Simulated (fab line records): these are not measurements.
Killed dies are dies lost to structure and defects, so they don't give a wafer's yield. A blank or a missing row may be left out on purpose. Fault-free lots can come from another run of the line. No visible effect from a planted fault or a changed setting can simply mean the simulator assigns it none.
Matching of chambers / flow n5-finfet / N5_BEOL_M2_CMP_52 on cmp-01: 4 sister chambers
The step polishes, stops on SiOC, t overpolish 6.8 s, target thk 40 nm. 4 wafers are shown with their chamber, then 7 later ones without.

## EACH WAFER AND ITS CHAMBER
wafer=L089.2; chamber=3; motor-current-A (A)=7.0
wafer=L089.3; chamber=1; motor-current-A (A)=5.3
wafer=L088.3; chamber=0; motor-current-A (A)=5.3
wafer=L088.5; chamber=2; motor-current-A (A)=6.4

## WAFERS WITH NO CHAMBER GIVEN
wafer=L088.6; motor-current-A (A)=5.1
wafer=L095.2; motor-current-A (A)=5.1
wafer=L095.4; motor-current-A (A)=6.3
wafer=L095.5; motor-current-A (A)=5.6
wafer=L096.3; motor-current-A (A)=5.2
wafer=L096.4; motor-current-A (A)=7.6
wafer=L096.5; motor-current-A (A)=5.9

## EACH ONE'S CHAMBER
wafer=L088.6; from the rows above=can't be placed: 0 or 1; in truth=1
wafer=L095.2; from the rows above=can't be placed: 0 or 1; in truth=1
wafer=L095.4; from the rows above=can't be placed: 2 or 3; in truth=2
wafer=L095.5; from the rows above=can't be placed: 0 or 1 or 2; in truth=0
wafer=L096.3; from the rows above=can't be placed: 0 or 1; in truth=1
wafer=L096.4; from the rows above=can't be placed: 3 or 2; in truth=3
wafer=L096.5; from the rows above=can't be placed: 2 or 0 or 1 or 3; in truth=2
Correctly placed: 0 of 7. Can't be placed from these rows: 7 (the true chamber is among the candidates in 7). 0 placed wrongly.
How it was worked out, from the rows above alone: a wafer's distance from a chamber is the root of the sum, over the readings, of the square of ((its reading less the chamber's mean) divided by the reading's scatter). The wafer belongs to the nearest chamber; if the next one is less than 2 further off, it can't be placed. A chamber's mean is the mean of its shown wafers. The scatter: root of mean squared gap, hidden wafer to nearest shown wafer, with one shown wafer a chamber.
